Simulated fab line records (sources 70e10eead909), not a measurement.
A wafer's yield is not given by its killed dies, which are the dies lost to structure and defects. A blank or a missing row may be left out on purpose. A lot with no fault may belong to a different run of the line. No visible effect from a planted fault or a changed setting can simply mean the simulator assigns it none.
Matching of chambers ; flow nand harc ; 4 sister chambers for NHARC_P_GATE_STRIP_108 on rie diel-13
The step strips in O2. 18 wafers are shown with their chamber, then 9 later ones without.

WAFERS PAIRED WITH THEIR CHAMBERS
wafer;chamber;showerhead plenum p Torr (Torr);drypump motor current A (A);chamber pressure mTorr (mTorr)
L074.1;2;3.37;5.7;59.98
L074.5;2;3.37;5.7;60.00
L074.6;3;3.31;6.5;59.99
L075.2;0;3.63;5.5;59.98
L075.3;3;3.30;6.5;60.07
L075.6;0;3.63;5.5;60.00
L076.1;0;3.63;5.4;59.88
L076.3;3;3.30;6.5;59.99
L076.4;1;3.48;5.4;59.99
L078.1;3;3.30;6.6;59.96
L078.4;1;3.48;5.4;60.01
L078.5;2;3.36;5.7;60.01
L079.4;0;3.63;5.5;59.94
L079.5;2;3.36;5.8;59.96
L079.6;3;3.30;6.5;60.15
L081.2;3;3.30;6.6;60.05
L081.3;1;3.48;5.4;59.95
L081.4;2;3.36;5.7;59.94

SIGNATURES (averages over the wafers above)
reading;chamber 0;chamber 1;chamber 2;chamber 3;scatter within a chamber
showerhead plenum p Torr;3.6300;3.4800;3.3640;3.3017;0.00381
drypump motor current A;5.475;5.400;5.720;6.533;0.0454
chamber pressure mTorr;59.9500;59.9833;59.9780;60.0350;0.052
Rule: for each reading, subtract the chamber's mean from the wafer's reading, divide by that reading's scatter and square the result; add these up over the readings and take the root, which gives the wafer's distance from the chamber. The wafer belongs to the nearest chamber; if the next one is less than 2 further off, it can't be placed. The scatter: the root of (the sum of the squares of (reading less its chamber's mean) over the shown wafers, divided by (wafers less chambers)).

WAFERS WHOSE CHAMBER IS MISSING
wafer;showerhead plenum p Torr (Torr);drypump motor current A (A);chamber pressure mTorr (mTorr)
L085.4;3.47;5.4;60.04
L085.5;3.47;5.4;59.94
L085.6;3.61;5.4;60.01
L091.1;3.29;6.5;60.06
L091.3;3.35;5.7;59.99
L091.4;3.47;5.3;59.97
L095.1;3.61;5.5;59.98
L095.2;3.28;6.5;59.98
L095.6;3.61;5.5;59.94

EACH ONE'S CHAMBER
wafer;from the rows above;in truth
L085.4;1;1
L085.5;1;1
L085.6;0;0
L091.1;3;3
L091.3;2;2
L091.4;1;1
L095.1;0;0
L095.2;3;3
L095.6;0;0
Placed correctly: 9 of 9. From these rows, 0 cannot be placed. Placed wrongly: 0.
